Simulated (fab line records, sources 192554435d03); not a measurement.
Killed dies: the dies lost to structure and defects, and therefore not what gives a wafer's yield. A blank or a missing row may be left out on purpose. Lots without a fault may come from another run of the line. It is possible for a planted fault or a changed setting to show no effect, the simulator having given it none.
Chamber matching    flow n5_finfet    rie_diel-03 running N5_BEOL_M14_DESCUM_33: 4 sister chambers
The step chemistry O2, time 7.9 s. 4 wafers are shown with their chamber, then 10 later ones without.

== WAFERS WITH THEIR CHAMBER ==
wafer   chamber  showerhead_plenum_p_Torr (Torr)
L080.1  0        2.02
L091.2  1        2.15
L092.1  2        1.99
L092.2  3        2.02

== WAFERS MISSING THEIR CHAMBER ==
wafer   showerhead_plenum_p_Torr (Torr)
L092.4  2.15
L094.3  2.02
L094.4  2.14
L094.5  1.99
L097.1  1.98
L097.2  2.02
L097.5  2.14
L096.1  2.14
L096.2  2.01
L096.5  1.98

== CHAMBER TAKEN BY EACH ==
wafer   from the rows above           in truth
L092.4  1                             1
L094.3  can't be placed: 0 or 3       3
L094.4  1                             1
L094.5  2                             2
L097.1  2                             2
L097.2  can't be placed: 0 or 3       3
L097.5  1                             1
L096.1  1                             1
L096.2  can't be placed: 0 or 3 or 2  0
L096.5  2                             2
Correct placement for 7 of the 10. Cannot be placed on the basis of these rows: 3; the candidates contain the true chamber in 3. Wrongly placed: 0.
How it was worked out, from the rows above alone: a wafer's distance from a chamber is the root of the sum, over the readings, of the square of ((its reading less the chamber's mean) divided by the reading's scatter). The wafer belongs to the nearest chamber; if the next one is less than 2 further off, it can't be placed. For every chamber, the mean is computed from those of its wafers that are shown. The scatter (one wafer shown for each chamber): square how far every hidden wafer sits from the nearest shown wafer, average those squares and take the square root.
